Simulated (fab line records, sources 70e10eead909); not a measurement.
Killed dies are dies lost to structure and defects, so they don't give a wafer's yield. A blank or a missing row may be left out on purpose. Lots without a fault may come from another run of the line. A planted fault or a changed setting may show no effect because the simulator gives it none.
Which tool did it? | flow nand_harc | 23 lots, 69 wafers sampled, at 3 steps of a route of 1159

WHAT THE GAUGES READ, wafer by wafer
NHARC_A_ZERO_WELL_INSPECT_17.
lot  | measured     | on                | raw_defect_count
L074 | day 6 13:48  | defect_inspect-02 | 7 8 8
L075 | day 7 01:19  | defect_inspect-01 | 2 6 4
L077 | day 7 07:47  | defect_inspect-01 | 12 15 14
L078 | day 7 08:32  | defect_inspect-02 | 20 6 11
L076 | day 7 08:56  | defect_inspect-02 | 4 7 12
L080 | day 8 05:19  | defect_inspect-01 | 11 12 5
L082 | day 8 12:29  | defect_inspect-02 | 17 15 17
L081 | day 8 14:43  | defect_inspect-02 | 7 14 10
L083 | day 8 17:36  | defect_inspect-01 | 1 8 6
L084 | day 9 01:17  | defect_inspect-02 | 3 6 13
L085 | day 9 18:46  | defect_inspect-01 | 2 9 3
L087 | day 9 19:43  | defect_inspect-01 | 3 10 7
L086 | day 9 19:46  | defect_inspect-02 | 17 12 9
L088 | day 10 11:38 | defect_inspect-01 | 7 11 18
L089 | day 10 12:02 | defect_inspect-01 | 19 17 18
L090 | day 10 18:13 | defect_inspect-02 | 6 13 7
L091 | day 11 02:41 | defect_inspect-01 | 14 12 22
L092 | day 11 03:26 | defect_inspect-01 | 1 4 3
L093 | day 11 06:19 | defect_inspect-02 | 9 22 16
L094 | day 11 07:02 | defect_inspect-01 | 12 6 6
L095 | day 11 17:43 | defect_inspect-01 | 9 19 20
L096 | day 11 19:03 | defect_inspect-02 | 15 10 11
L097 | day 12 10:46 | defect_inspect-02 | 12 11 6

NHARC_A_ONON_D1_THK_MEAS_21: measures by ellipsometry.
lot  | measured     | on            | thk_nm (nm)
L074 | day 7 19:35  | film_metro-02 | 993 993 993
L075 | day 8 08:25  | film_metro-02 | 994 993 994
L077 | day 8 15:22  | film_metro-01 | 1003 1005 1007
L078 | day 8 15:23  | film_metro-01 | 1002 1001 1002
L076 | day 8 15:22  | film_metro-02 | 1002 1002 1003
L080 | day 9 16:55  | film_metro-02 | 1000 1001 999
L082 | day 10 00:45 | film_metro-01 | 994 994 993
L081 | day 10 00:46 | film_metro-02 | 989 989 987
L083 | day 10 00:53 | film_metro-01 | 986 985 986
L084 | day 10 11:52 | film_metro-02 | 1016 1016 1014
L085 | day 11 02:53 | film_metro-01 | 1011 1012 1011
L087 | day 11 02:32 | film_metro-01 | 995 994 994
L086 | day 11 02:40 | film_metro-02 | 1001 1004 1003
L088 | day 11 18:15 | film_metro-02 | 976 973 975
L089 | day 11 18:17 | film_metro-01 | 1023 1020 1021
L090 | day 12 01:24 | film_metro-02 | 979 979 981
L091 | day 12 10:28 | film_metro-01 | 1012 1014 1013
L092 | day 12 10:30 | film_metro-01 | 998 998 997
L093 | day 12 13:56 | film_metro-02 | 1012 1012 1011
L094 | day 12 13:58 | film_metro-01 | 1013 1012 1012
L095 | day 13 01:04 | film_metro-02 | 1017 1017 1017
L096 | day 13 01:04 | film_metro-01 | 999 999 999
L097 | day 13 18:50 | film_metro-02 | 1017 1017 1017

WHICH TOOL RAN EACH LOT (tool, then ch and the chambers of the sampled wafers, then the start)
lot  | NHARC_P_BONDPAD_STRIP_15
L074 | rie_diel-05 ch 1,2, day 6 08:35
L075 | rie_diel-05 ch 0,1, day 6 19:53
L077 | rie_diel-05 ch 0,1,3, day 7 02:43
L078 | rie_diel-05 ch 0,1, day 7 03:32
L076 | rie_diel-05 ch 0,1, day 7 04:06
L080 | rie_diel-10 ch 1,2,3, day 8 00:01
L082 | rie_diel-05 ch 1,3, day 8 07:26
L081 | rie_diel-05 ch 0,2,3, day 8 09:41
L083 | rie_diel-05 ch 0,1,3, day 8 12:46
L084 | rie_diel-05 ch 1,2, day 8 20:11
L085 | rie_diel-09 ch 0,2,3, day 9 13:36
L087 | rie_diel-05 ch 1,2, day 9 14:29
L086 | rie_diel-09 ch 0,1,2, day 9 14:31
L088 | rie_diel-09 ch 1,2,3, day 10 06:33
L089 | rie_diel-09 ch 0,2, day 10 07:09
L090 | rie_diel-05 ch 2,3, day 10 13:14
L091 | rie_diel-05 ch 1,2, day 10 21:37
L092 | rie_diel-05 ch 2,3, day 10 22:26
L093 | rie_diel-05 ch 0,1,2, day 11 01:22
L094 | rie_diel-09 ch 0,1,2, day 11 02:13
L095 | rie_diel-05 ch 1,2,3, day 11 12:37
L096 | rie_diel-05 ch 1,2, day 11 13:54
L097 | rie_diel-10 ch 2,3, day 12 05:53
- NHARC_P_BONDPAD_STRIP_15: strips in O2.

WHAT THE TOOLS THEMSELVES READ (means of the sampled wafers that have a number; where no wafer has one, the mark that the record gives instead)
NHARC_P_BONDPAD_STRIP_15.
lot  | tool        | chamber_pressure_mTorr (mTorr) | drypump_motor_current_A (A) | oes_product_au (a.u.) | rf_vpp_V (V) | showerhead_plenum_p_Torr (Torr) | throttle_valve_pct (%)
L074 | rie_diel-05 | 59.98                          | 5.5                         | 1.007                 | 58.2         | 3.63                            | 17.034
L075 | rie_diel-05 | 59.92                          | 6.3                         | 1.002                 | 58.2         | 3.69                            | 17.031
L077 | rie_diel-05 | 60.04                          | 6.2                         | 1.007                 | 58.2         | 3.68                            | 17.040
L078 | rie_diel-05 | 60.03                          | 6.5                         | 1.004                 | 58.7         | 3.72                            | 17.039
L076 | rie_diel-05 | 59.96                          | 6.3                         | 0.996                 | 58.0         | 3.69                            | 17.032
L080 | rie_diel-10 | 59.98                          | 5.4                         | 0.994                 | 57.6         | 3.56                            | 17.046
L082 | rie_diel-05 | 59.99                          | 6.3                         | 0.996                 | 58.2         | 3.71                            | 17.037
L081 | rie_diel-05 | 60.00                          | 5.6                         | 1.005                 | 58.3         | 3.62                            | 17.041
L083 | rie_diel-05 | 60.01                          | 6.2                         | 0.997                 | 57.8         | 3.68                            | 17.038
L084 | rie_diel-05 | 60.01                          | 6.1                         | 1.002                 | 58.7         | 3.69                            | 17.039
L085 | rie_diel-09 | 60.00                          | 6.3                         | 0.999                 | 56.7         | 3.43                            | 17.033
L087 | rie_diel-05 | 60.00                          | 5.5                         | 1.010                 | 58.3         | 3.62                            | 17.040
L086 | rie_diel-09 | 59.96                          | 6.1                         | 0.996                 | 57.7         | 3.45                            | 17.037
L088 | rie_diel-09 | 59.97                          | 6.4                         | 0.997                 | 57.4         | 3.37                            | 17.032
L089 | rie_diel-09 | 60.01                          | 6.2                         | 1.004                 | 58.0         | 3.43                            | 17.038
L090 | rie_diel-05 | 60.00                          | 5.5                         | 1.005                 | 58.0         | 3.60                            | 17.032
L091 | rie_diel-05 | 60.06                          | 5.5                         | 1.000                 | 59.0         | 3.62                            | 17.037
L092 | rie_diel-05 | 60.02                          | 5.2                         | 0.998                 | 57.6         | 3.58                            | 17.038
L093 | rie_diel-05 | 60.07                          | 5.9                         | 0.996                 | 58.0         | 3.65                            | 17.037
L094 | rie_diel-09 | 60.05                          | 6.1                         | 1.001                 | 57.3         | 3.44                            | 17.030
L095 | rie_diel-05 | 59.95                          | 5.8                         | 0.992                 | 57.7         | 3.64                            | 17.028
L096 | rie_diel-05 | 59.96                          | 5.5                         | 1.000                 | 57.9         | 3.62                            | 17.029
L097 | rie_diel-10 | 59.98                          | 5.3                         | 0.999                 | 57.2         | 3.44                            | 17.038

THE ANSWER, worked out from the rows above alone
Rule: what is usual is taken from the lots themselves. Put in order of their means at a reading, lots are off if they are a third of the lots or fewer, leave a main group of 4 or more, and stand apart from it by a gap of 3 or more times the standard deviation of the main group's means; of several such gaps the widest counts. A main group whose means are all the same, to the digits that the tables above print for the reading, isn't used. A lot without any number at a reading at which 4 lots or more have one is off too. The other lots that the step has rows for count as sound. The gauges are gone through in route order, then the tools' own readings, and for those a lot's mean is taken as printed above. The first step at which some lot is off is used, and at that step the reading that is off furthest; a lot without a number counts as furthest.
No lot is off at any reading shown: from this, nothing can be told.

WHAT THE SIMULATOR HAD PUT IN
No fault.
